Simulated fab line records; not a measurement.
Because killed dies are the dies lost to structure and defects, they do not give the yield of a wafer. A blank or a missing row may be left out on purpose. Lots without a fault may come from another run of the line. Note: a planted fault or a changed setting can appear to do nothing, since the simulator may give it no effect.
Split-lot trial + flow n5Finfet + 21 wafers read across 7 lots, on a route 1938 steps long

## SPLIT DETAILS
At N5_BEOL_M12_SPUTTER_44 (material Ta, target thk 10 nm, time 16.13 s), the setting timeS was moved away from the recipe's 16.13 s on 6 of the 21 wafers read, by -12.8% to +12.3%. The other wafers ran this setting at the recipe's value.

The reading is taken at the split's own step.

## THE READING
Ta_of_BEOL_M12_SPUTTER_44.thkNm (the simulator's own value, which no gauge read), in nm, at N5_BEOL_M12_SPUTTER_44 (material Ta, target thk 10 nm, time 16.13 s). The file gives no usual value for it. Here, 15 wafers ran the recipe; their average is 10.1 nm with a standard deviation of 0.21 nm.

| wafer  | tool, chamber at the split | timeS as run, s | against the recipe | Ta_of_BEOL_M12_SPUTTER_44.thkNm, nm | against lot-mates on the recipe |
|--------|----------------------------|-----------------|--------------------|-------------------------------------|---------------------------------|
| L074.1 | pvdSputter-02, -           | 16.13           | recipe             | 10.2                                | -                               |
| L074.5 | pvdSputter-02, -           | 16.13           | recipe             | 10.2                                | -                               |
| L074.3 | pvdSputter-02, -           | 14.07           | -12.8%             | 8.8                                 | -1.4                            |
| L077.1 | pvdSputter-02, -           | 16.13           | recipe             | 10.2                                | -                               |
| L077.6 | pvdSputter-02, -           | 16.13           | recipe             | 10.2                                | -                               |
| L077.3 | pvdSputter-02, -           | 16.75           | +3.8%              | 10.6                                | +0.4                            |
| L079.1 | pvdSputter-03, -           | 16.13           | recipe             | 9.8                                 | -                               |
| L079.3 | pvdSputter-03, -           | 16.13           | recipe             | 9.8                                 | -                               |
| L079.6 | pvdSputter-03, -           | 16.13           | recipe             | 9.8                                 | -                               |
| L083.1 | pvdSputter-02, -           | 17.56           | +8.9%              | 10.8                                | +0.6                            |
| L083.5 | pvdSputter-02, -           | 16.13           | recipe             | 10.2                                | -                               |
| L083.6 | pvdSputter-02, -           | 17.56           | +8.9%              | 11                                  | +0.8                            |
| L086.1 | pvdSputter-02, -           | 16.13           | recipe             | 10                                  | -                               |
| L086.2 | pvdSputter-02, -           | 16.13           | recipe             | 10.2                                | -                               |
| L086.3 | pvdSputter-02, -           | 16.13           | recipe             | 10.4                                | -                               |
| L087.1 | pvdSputter-02, -           | 16.13           | recipe             | 10.2                                | -                               |
| L087.5 | pvdSputter-02, -           | 16.13           | recipe             | 10                                  | -                               |
| L087.6 | pvdSputter-02, -           | 15.24           | -5.5%              | 9.8                                 | -0.3                            |
| L095.1 | pvdSputter-03, -           | 16.13           | recipe             | 10                                  | -                               |
| L095.3 | pvdSputter-03, -           | 16.13           | recipe             | 9.6                                 | -                               |
| L095.4 | pvdSputter-03, -           | 18.11           | +12.3%             | 11                                  | +1.2                            |

THE FIT
A straight line over all 21 wafers: Ta_of_BEOL_M12_SPUTTER_44.thkNm changes by +0.089 nm for each +1% of timeS; r = +0.91; the points scatter about the line by 0.21 nm.
The same after taking each lot's own level away (the mean of its wafers on the recipe; 21 wafers): +0.0936 nm for each +1%; r = +0.97; scatter 0.13 nm.
According to that fit, moving timeS by its largest amount changes the reading by 1.2 nm.
The span of the lots' own levels, 9.80 to 10.20 nm, comes to 1.9 times the standard deviation stated above.
The two slopes agree, so the slope changes little with the lot-to-lot level.
Check: with one of the wafers moved furthest among these (-12.8%) left out of the fit, the line predicts -1.07 nm for it against its lot-mates. It came out at -1.4 nm against them.

## OTHER SPLITS APPLIED TO THESE WAFERS
These wafers also went through other splits before the reading. Each is held against what the fit with the lots' levels taken away leaves over:
| other split on the same wafers | wafers away from the commonest value | r with Ta_of_BEOL_M12_SPUTTER_44.thkNm (lot level and that fit taken away) |
|--------------------------------|--------------------------------------|----------------------------------------------------------------------------|
| N5_BEOL_M12_SPUTTER_43 powerW  | 7                                    | +0.22                                                                      |

## FILE'S OWN FIT
Ta_of_BEOL_M12_SPUTTER_44.thkNm changes by +0.096 nm for each +1% of timeS, r = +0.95.
